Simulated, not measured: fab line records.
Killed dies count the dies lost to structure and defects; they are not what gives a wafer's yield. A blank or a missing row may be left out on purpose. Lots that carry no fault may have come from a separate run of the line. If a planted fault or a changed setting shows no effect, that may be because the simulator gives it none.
A struck lot beside a sound one | flow nand harc | 25 steps out of a route of 1302
Sound: the wafers L529.1, L529.2, L529.3. The struck wafers were L537.4, L537.5, L537.6. The cause is given at the end.
At each step with rows: each side's tool, then ch and its chambers, then its first start. Under that, the readings that differ: sound wafers | struck wafers | difference of the means | sigmas: that difference in standard deviations of wafers without a fault.
alike: a reading whose means differ by less than 2 such deviations, as well as words and numbers matching on both sides. not compared: withheld readings; readings where some wafer has no value; bounds like >300 that might hide an equal value; numbers whose values overlap and for which the record gives no deviation.
A row with sigmas, a row that says differs or no value, or rows on one side alone: a step with any of these is where the two part. When numbers do not overlap yet have no deviation, they are printed without sigmas and do not part them. A reading that every wafer of one side lacks parts them only if that side has two wafers or more.

first, 4 steps without rows for these wafers: NHARC_P_GATE_PRECLEAN_71 (cleans in SC1); NHARC_P_GATE_SRD_72; NHARC_P_GATE_OXIDE_16 (material SiO2, target thk 3 nm, ox time 392 s); NHARC_P_GATE_CVD_17 (deposits poly-Si, target thk 150 nm, time 900 s).
NHARC_P_GATE_HM_DEP_102: deposits aC, target thk 120 nm.
  sound on acl dep-03 ch 0, day 8 10:49; struck on acl dep-01 ch 0, day 11 18:31
  alike: throttle valve pct
NHARC_P_GATE_DEP_103: deposits SiON, target thk 30 nm.
  sound on pecvd-03 ch 0,1,2, day 8 11:28; struck on pecvd-02 ch 0,1,2, day 11 18:56
  alike: heater power w
then, 6 steps without rows for these wafers: NHARC_P_GATE_DEHYDRATE_18 (time 120 s); NHARC_P_GATE_HMDS_19 (time 30 s); NHARC_P_GATE_COAT_20 (resist thk 90 nm); NHARC_P_GATE_SOFTBAKE_21 (time 55 s); NHARC_P_GATE_EBR_22; NHARC_P_GATE_EXPOSE_23 (exposes mask P GATE, target cd 120 nm).
NHARC_P_GATE_PEB_24: peb time 65 s.
  sound on litho track-04 ch 0, day 8 11:56; struck on litho track-04 ch 0, day 11 19:27
  reading                  | sound               | struck            | difference | sigmas
  heater power total W (W) | 157.0 157.0 157.0   | 147.1 147.9 148.3 | -9.2       | -21
  plate temp C (C)         | 100.11 100.02 99.81 | 95.90 95.86 95.91 | -4.09      | -34
then, 1 step without rows for these wafers: NHARC_P_GATE_DEVELOP_25 (develop time 35 s).
NHARC_P_GATE_CD_MEAS_26 targets a cd of 120 nm.
  sound on cd sem-01 ch 0, day 8 12:01; struck on cd sem-03 ch 0, day 11 19:32
  reading    | sound             | struck            | difference | sigmas
  cd nm (nm) | 120.7 120.2 120.2 | 136.5 136.5 137.3 | +16.4      | +28
NHARC_P_GATE_OVL_MEAS_27:
  sound: overlay-02 at day 8 12:07; struck: overlay-01 at day 11 19:37
  alike: overlay x nm, overlay y nm
NHARC_P_GATE_INSPECT_28:
  sound: defect inspect-01 at day 8 12:08; struck: defect inspect-01 at day 11 19:40
  alike: raw defect count
NHARC_P_GATE_DESCUM_31: chemistry O2, time 3 s.
  sound on rie diel-02 ch 0,2,3, day 8 12:12; struck on rie diel-04 ch 0,2,3, day 11 19:44
  reading                 | sound             | struck            | difference | sigmas
  model.P_GATE.cd nm (nm) | 120.8 120.2 120.7 | 136.7 136.9 137.5 | +16.5      |
  alike: drypump motor current A, mfc ar sccm, oes product au, rf vpp V, showerhead plenum p Torr, throttle valve pct
  not compared: rf hours counter h
NHARC_P_GATE_ETCH_104: etches the open film in CF4/CHF3, target depth 60 nm.
  sound on rie diel-02 ch 0,2,3, day 8 12:19; struck on rie diel-04 ch 0,1, day 11 19:48
  alike: drypump motor current A, mfc ar sccm, oes product au, rf vpp V, showerhead plenum p Torr, throttle valve pct
NHARC_P_GATE_HM_OPEN_105: chemistry O2/COS, target depth 360 nm.
  sound: rie diel-02 ch 0,2,3; struck: rie diel-04 ch 0,1
  alike: drypump motor current A, mfc ar sccm, oes product au, rf vpp V, showerhead plenum p Torr, throttle valve pct
  not compared: rf hours counter h
then, 2 steps without rows for these wafers: NHARC_P_GATE_STRIP_106 (strips in O2/COS); NHARC_P_GATE_ETCH_114 (etches the open film in CF4/O2, target depth 30 nm, overetch 3 nm, time 16.5 s).
NHARC_P_GATE_ETCH_32: etches the open film in HBr/Cl2, target depth 150 nm, time 100.1 s.
  sound on rie si-02 ch 0,1,3, day 8 12:44; struck on rie si-06 ch 0,2,3, day 11 20:38
  reading                 | sound             | struck            | difference | sigmas
  model.P_GATE.cd nm (nm) | 121.6 119.4 117.4 | 138.9 137.5 136.6 | +18.2      |
  alike: drypump motor current A, oes product au, throttle valve pct
  not compared: rf hours counter h
NHARC_P_GATE_STRIP_108: strips in O2.
  sound on rie diel-02 ch 0,2,3, day 8 12:54; struck on rie diel-04 ch 0,3, day 11 20:46
  alike: drypump motor current A, mfc ar sccm, oes product au, rf vpp V, showerhead plenum p Torr, throttle valve pct
  not compared: rf hours counter h
-- the record jumps here: 20 days lie between the struck wafers' starts before and after (it left off in module P_GATE and takes up again in module END, whose first step shown is number 1302 of the route) --
NHARC_END_SORT_01:
  sound on prober-01 ch 0, day 28 10:04; struck on prober-01 ch 0, day 32 02:47
  reading             | sound     | struck   | difference | sigmas
  killed at array     | 91 102 97 | 47 45 56 | -47        | -3
  killed at periphery | 3 10 6    | 89 66 78 | +71        | +31
  alike: killed at other, killed dies, killed open, killed short

== WHERE THEY PART ==
First at NHARC_P_GATE_PEB_24; last, within this record, at NHARC_END_SORT_01.

WHY: what had been put in by the simulator
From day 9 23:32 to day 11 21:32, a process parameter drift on litho track-04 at NHARC_P_GATE_PEB_24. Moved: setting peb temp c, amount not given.
